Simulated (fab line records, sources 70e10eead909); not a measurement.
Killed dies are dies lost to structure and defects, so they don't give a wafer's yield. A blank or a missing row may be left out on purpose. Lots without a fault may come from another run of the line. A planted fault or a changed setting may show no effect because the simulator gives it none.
Which tool did it? | flow nand_harc | 12 lots, 36 wafers sampled, at 2 steps of a route of 1302

WHAT THE GAUGES READ, wafer by wafer
NHARC_P_GATE_CD_MEAS_91: target cd 2000 nm.
lot  | measured     | on        | cd_nm (nm)
L075 | day 6 03:25  | cd_sem-01 | 1998.8 2003.2 1997.5
L078 | day 7 08:53  | cd_sem-03 | 2000.7 2001.6 2003.3
L079 | day 7 23:52  | cd_sem-02 | 2000.9 1999.8 1999.5
L080 | day 8 15:39  | cd_sem-01 | 1999.1 2000.6 2002.7
L083 | day 9 11:04  | cd_sem-03 | 1999.6 2000.0 2004.1
L085 | day 10 12:03 | cd_sem-02 | 2002.0 2003.3 2001.7
L087 | day 11 14:44 | cd_sem-03 | 2000.3 2001.8 2002.7
L089 | day 11 19:56 | cd_sem-02 | 2001.2 1997.3 1999.6
L091 | day 12 21:58 | cd_sem-01 | 2001.4 1997.3 2001.6
L093 | day 13 22:43 | cd_sem-02 | 2003.5 1997.6 1998.3
L095 | day 14 17:28 | cd_sem-02 | 2002.3 1995.4 2002.6
L097 | day 15 02:25 | cd_sem-01 | 1997.5 2000.4 2001.8

WHICH TOOL RAN EACH LOT (tool, then ch and the chambers of the sampled wafers, then the start)
lot  | NHARC_P_GATE_HM_DEP_102
L075 | acl_dep-03 ch 0, day 5 10:38
L078 | acl_dep-03 ch 0, day 6 16:21
L079 | acl_dep-03 ch 0, day 7 06:40
L080 | acl_dep-02 ch 0, day 7 20:52
L083 | acl_dep-02 ch 0, day 8 18:09
L085 | acl_dep-01 ch 0, day 9 19:05
L087 | acl_dep-02 ch 0, day 10 22:16
L089 | acl_dep-01 ch 0, day 11 01:01
L091 | acl_dep-03 ch 0, day 12 05:25
L093 | acl_dep-02 ch 0, day 13 05:42
L095 | acl_dep-01 ch 0, day 14 00:59
L097 | acl_dep-01 ch 0, day 14 09:43
- NHARC_P_GATE_HM_DEP_102: deposits aC, target thk 120 nm.

THE ANSWER, worked out from the rows above alone
Rule: what is usual is taken from the lots themselves. Put in order of their means at a reading, lots are off if they are a third of the lots or fewer, leave a main group of 4 or more, and stand apart from it by a gap of 3 or more times the standard deviation of the main group's means; of several such gaps the widest counts. A main group whose means are all the same, to the digits that the tables above print for the reading, isn't used. A lot without any number at a reading at which 4 lots or more have one is off too. The other lots that the step has rows for count as sound.
No lot is off at any reading shown: from this, nothing can be told.

WHAT THE SIMULATOR HAD PUT IN
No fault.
